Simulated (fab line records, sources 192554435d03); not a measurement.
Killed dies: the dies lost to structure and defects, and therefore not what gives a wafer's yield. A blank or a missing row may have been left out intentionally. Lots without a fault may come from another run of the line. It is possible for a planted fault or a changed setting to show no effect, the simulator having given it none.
8D (eight disciplines) problem report, filled in by code	flow n5 finfet	the parts of the form that need people (team, actions taken, sign-off) are left out

## 1. THE PROBLEM
At N5_PASSIVATION_PROBE_49, killed_at_M4_up averages 128 over 6 wafers from 2 lots, while fault-free wafers read 15, standard deviation 6. That is +19 standard deviations from the usual mean.
Seen first at day 18 10:32 on prober-01, wafer L227.3. The record holds 6 wafers of 2 lots with a number at this step. By rule, "out" or "out of limits" means more than 4 standard deviations away from the usual mean. The other wafers with a number count as sound.

## 2. WHAT IT IS; WHAT IT IS NOT
question	is	is not
which readings at this step	killed_at_M4_up	killed at contacts, killed open, killed short, sort_bin_8_speed
which lots	L225, L227	-
which wafers of those lots	all that have a number	-
read on which tools	prober-01, prober-02	-
when	from day 18 10:32	up to then (0 sound wafers)

## 3. SUSPECTS, AND WHAT RULES EACH OUT
Counting: any tool at a process step up to the reading is kept as a suspect provided that every lot that is out went through it and no sound lot did after the first of them.
- cvd co-02 at N5_BEOL_M6_CVD_78 (deposits Co from CCTBA/H2, target thk 2 nm, time 142.3 s): kept. It ran every lot that is out, first L227 (day 14 19:53), and no sound lot after that.
Left after counting: cvd co-02 at N5_BEOL_M6_CVD_78.

## 4. THE CAUSE (what the simulator had put in)
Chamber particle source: cvd co-02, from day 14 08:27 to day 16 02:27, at N5_BEOL_M6_CVD_78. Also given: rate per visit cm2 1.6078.
Counting left only this tool.

## 5. THE CHAIN OF EFFECTS, in route order
Each row: a reading whose mean over the struck wafers that have a number lies more than 3 standard deviations from the usual. Readings are gone through only where the record gives a usual standard deviation; hours: the median, over the lots, of the time from a lot's start at the first step in this table giving one to that lot's start at this step; sigmas: the change measured in usual standard deviations.
hours	step	reading	usual	on struck wafers	change	sigmas
0	N5_PASSIVATION_PROBE_49	defect limited yield	91.5 %	82.3	-9.2	-6.5
0	N5_PASSIVATION_PROBE_49	killed_at_M4_up	15	128	+113	+19
0	N5_PASSIVATION_PROBE_49	killed dies	101	208	+108	+6.3
0	N5_PASSIVATION_PROBE_49	sort_bin_5_function	5.0 %	10.2	+5.2	+5.3
0	N5_PASSIVATION_PROBE_49	sort n pass	1079	972	-108	-6.3
0	N5_PASSIVATION_PROBE_49	sort yield pct	91.4 %	82.3	-9.1	-6.5
It contains these process steps:
- N5_PASSIVATION_PROBE_49

## 6. WHAT WOULD HAVE CAUGHT IT SOONER
The fault began at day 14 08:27; the first out-of-limits reading in this record came at day 18 10:32, 98 hours later.
By day 18 10:32 the whole set of lots that are out, 2 in number, had already begun N5_BEOL_M6_CVD_78 on cvd co-02. None of them would have been spared by holding the tool at that moment.
